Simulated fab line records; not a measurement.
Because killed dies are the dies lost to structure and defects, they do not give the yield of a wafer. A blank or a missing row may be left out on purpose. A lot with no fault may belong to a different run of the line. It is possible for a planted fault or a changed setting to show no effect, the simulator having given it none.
Problem report, 8D (eight disciplines) form, completed by code | flow nandHarc | the parts of the form that need people (team, actions taken, sign-off) are left out

1. PROBLEM STATEMENT
NHARC_P_CONTACT_PEB_10, heaterPowerTotalW: mean 166.0 W over 1 wafer from 1 lot; wafers with no fault: 156.6 W, standard deviation 0.4. Measured from the usual mean, that is +24 standard deviations.
The step: peb time 65 s.
First observed at day 9 06:51: wafer L955.1, on lithoTrack-06. The record holds 36 wafers of 12 lots with a number at this step. The rule behind "out" and "out of limits": a value lying over 4 standard deviations away from the usual mean. All remaining wafers that have a number are taken as sound.

2. WHAT THIS IS AND IS NOT
question                    | is                | is not
which readings at this step | heaterPowerTotalW | -
which lots                  | L955              | L942, L943, L944, L945, L947, L948, L950, L954, L960, L961, L963
which wafers of those lots  | L955.1            | L955.2, L955.5
read on which tools         | lithoTrack-06     | lithoTrack-01, lithoTrack-04
when                        | from day 9 06:51  | up to then (26 sound wafers); but 9 sound wafers of L960, L961, L963 came after

3. WHAT RULES OUT EACH SUSPECT
Counting: any tool at a process step up to the reading remains a suspect provided it ran every lot that is out. Sound lots after the first of them don't rule it out here, since some wafers of a struck lot are sound.
- rieDiel-12 at NHARC_P_GATE_ETCHBACK_37 (etches the open film in CHF3/O2, target depth 34.5 nm, time 17.2 s): kept. The lot that is out, L955, ran on it at day 9 02:06; the last sound lot it ran before that was L948, at day 7 06:46. Because NHARC_P_GATE_ETCHBACK_37 lacks a start for some lots, the hours and order of its lots are taken from NHARC_P_GATE_CD_MEAS_91.
- lithoTrack-06 at NHARC_P_CONTACT_PEB_10 (peb time 65 s): kept. The lot that is out, L955, ran on it at day 9 06:51; the last sound lot it ran before that was L954, at day 8 16:47. Its own readings are out on those wafers: heaterPowerTotalW.
- At NHARC_P_GATE_ETCHBACK_37 on rieDiel-12, chamber 1 took the sound wafers of the same lots and chamber 0 took the wafers that are out.
Remaining after the count are rieDiel-12 at NHARC_P_GATE_ETCHBACK_37 and lithoTrack-06 at NHARC_P_CONTACT_PEB_10.

4. THE CAUSE (what the simulator had put in)
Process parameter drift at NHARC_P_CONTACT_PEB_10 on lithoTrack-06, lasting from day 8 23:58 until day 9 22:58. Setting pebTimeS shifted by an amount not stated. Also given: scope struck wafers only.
Counting left 2 suspects, and this tool is among them.

5. THE CHAIN OF EFFECTS, in route order
Rows list readings where the struck wafers' mean (over those with a number) sits beyond 3 standard deviations from the usual. Readings are gone through only where the record gives a usual standard deviation; hours: the median, over the lots, of the time from a lot's start at the first step in this table giving one to that lot's start at this step; sigmas: the change measured in usual standard deviations.
hours | step                       | reading           | usual   | on struck wafers | change | sigmas
0     | NHARC_P_CONTACT_PEB_10     | heaterPowerTotalW | 156.6 W | 166.0            | +9.4   | +24
0     | NHARC_P_CONTACT_CD_MEAS_12 | cdNm              | 89.7 nm | 87.1             | -2.6   | -3.7
Here are the process steps it includes:
- NHARC_P_CONTACT_PEB_10: peb time 65 s.

6. HOW IT WOULD HAVE BEEN CAUGHT EARLIER
First out-of-limits reading in this record: day 9 06:51, which is 7 hours after fault onset at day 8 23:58.
